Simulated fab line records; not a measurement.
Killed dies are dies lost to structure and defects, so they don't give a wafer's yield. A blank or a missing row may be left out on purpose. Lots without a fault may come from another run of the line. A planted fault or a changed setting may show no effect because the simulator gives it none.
Chamber matching | flow n5 finfet | N5_BEOL_M6_ETCH_61 on rie diel-03: 4 sister chambers
The step etches SiARC in CF4, target depth 45.5 nm, time 75.8 s. 20 wafers are shown with their chamber, then 10 later ones without.

## WAFERS PAIRED WITH THEIR CHAMBERS
wafer  | chamber | showerhead plenum p Torr (Torr) | drypump motor current A (A) | oes product au (a.u.)
L077.1 | 0       | 2.27                            | 5.8                         | 0.73
L077.2 | 3       | 2.20                            | 5.2                         | 0.59
L077.6 | 1       | 2.18                            | 5.3                         | 0.73
L078.3 | 2       | 2.20                            | 5.3                         | 0.59
L078.4 | 3       | 2.20                            | 5.3                         | 0.58
L078.5 | 2       | 2.20                            | 5.3                         | 0.58
L081.2 | 1       | 2.18                            | 5.3                         | 0.71
L081.3 | 0       | 2.27                            | 5.9                         | 0.73
L081.6 | 0       | 2.27                            | 5.9                         | 0.73
L083.1 | 2       | 2.20                            | 5.3                         | 0.58
L083.3 | 0       | 2.27                            | 5.8                         | 0.73
L083.4 | 3       | 2.19                            | 5.3                         | 0.57
L085.1 | 3       | 2.19                            | 5.2                         | 0.58
L085.4 | 0       | 2.26                            | 5.9                         | 0.73
L085.5 | 2       | 2.20                            | 5.3                         | 0.57
L088.2 | 0       | 2.26                            | 5.8                         | 0.72
L088.3 | 1       | 2.18                            | 5.3                         | 0.69
L088.4 | 3       | 2.19                            | 5.2                         | 0.57
L087.1 | 0       | 2.26                            | 5.9                         | 0.71
L087.3 | 3       | 2.19                            | 5.3                         | 0.57

SIGNATURES (averages over the wafers above)
reading                  | chamber 0 | chamber 1 | chamber 2 | chamber 3 | scatter within a chamber
showerhead plenum p Torr | 2.2657    | 2.1800    | 2.2000    | 2.1933    | 0.00436
drypump motor current A  | 5.857     | 5.300     | 5.300     | 5.250     | 0.0448
oes product au           | 0.7257    | 0.7100    | 0.5800    | 0.5767    | 0.0103
Rule: a wafer's distance from a chamber is the root of the sum, over the readings, of the square of ((its reading less the chamber's mean) divided by the reading's scatter). The wafer belongs to the nearest chamber; if the next one is less than 2 further off, it can't be placed. The scatter: the root of (the sum of the squares of (reading less its chamber's mean) over the shown wafers, divided by (wafers less chambers)).

## WAFERS MISSING THEIR CHAMBER
wafer  | showerhead plenum p Torr (Torr) | drypump motor current A (A) | oes product au (a.u.)
L087.5 | 2.19                            | 5.3                         | 0.57
L090.1 | 2.19                            | 5.2                         | 0.56
L090.3 | 2.26                            | 5.9                         | 0.71
L090.4 | 2.26                            | 5.8                         | 0.71
L092.4 | 2.18                            | 5.3                         | 0.56
L092.5 | 2.18                            | 5.3                         | 0.56
L092.6 | 2.25                            | 5.8                         | 0.69
L097.2 | 2.17                            | 5.3                         | 0.68
L097.3 | 2.25                            | 5.8                         | 0.69
L097.5 | 2.19                            | 5.3                         | 0.80

## EACH ONE'S CHAMBER
wafer  | from the rows above     | in truth
L087.5 | can't be placed: 3 or 2 | 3
L090.1 | can't be placed: 3 or 2 | 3
L090.3 | 0                       | 0
L090.4 | 0                       | 0
L092.4 | can't be placed: 3 or 2 | 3
L092.5 | can't be placed: 3 or 2 | 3
L092.6 | 0                       | 0
L097.2 | 1                       | 1
L097.3 | 0                       | 0
L097.5 | 1                       | 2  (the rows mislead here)
5 of 10 placed correctly. From these rows, 4 cannot be placed; in 4 the true chamber is one of the candidates. Number placed wrongly: 1.
